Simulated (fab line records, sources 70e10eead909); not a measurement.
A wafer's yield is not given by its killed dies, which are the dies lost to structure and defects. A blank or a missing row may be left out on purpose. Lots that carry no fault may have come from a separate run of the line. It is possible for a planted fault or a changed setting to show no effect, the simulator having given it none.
Chamber matching	flow nand_harc	NHARC_THIN_TSV_ETCHBACK_48 on rie_diel-03 has 4 sister chambers
The step etches the open film in C4F8/Ar, target depth 1028.5 nm, time 405.17 s. 8 wafers are shown with their chamber, then 7 later ones without.

== EACH WAFER AND ITS CHAMBER ==
wafer	chamber	rf_vpp_V (V)	oes_product_au (a.u.)
L252.4	0	552	0.954
L248.1	3	543	0.927
L248.2	0	551	0.926
L248.6	1	544	0.926
L255.2	3	543	0.989
L255.6	2	550	0.997
L253.1	1	545	1.018
L253.2	2	549	0.920

== WAFERS MISSING THEIR CHAMBER ==
wafer	rf_vpp_V (V)	oes_product_au (a.u.)
L253.6	543	0.937
L260.1	544	0.928
L260.2	544	0.932
L260.6	543	0.923
L259.1	543	0.923
L259.4	551	0.930
L259.5	552	0.941

== CHAMBER TAKEN BY EACH ==
wafer	from the rows above	in truth
L253.6	3	3
L260.1	can't be placed: 1 or 3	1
L260.2	can't be placed: 1 or 3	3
L260.6	can't be placed: 3 or 1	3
L259.1	can't be placed: 3 or 1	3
L259.4	can't be placed: 0 or 2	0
L259.5	0	0
2 of 7 placed correctly. From these rows, 5 cannot be placed; in 5 the true chamber is one of the candidates. 0 placed wrongly.
How it was worked out, from the rows above alone: a wafer's distance from a chamber is the root of the sum, over the readings, of the square of ((its reading less the chamber's mean) divided by the reading's scatter). The wafer belongs to the nearest chamber; if the next one is less than 2 further off, it can't be placed. The mean given for a chamber averages the wafers shown for that chamber. The scatter: take each reading less its chamber's mean, square it, sum over the shown wafers, divide by the number of wafers less the number of chambers, and take the root.
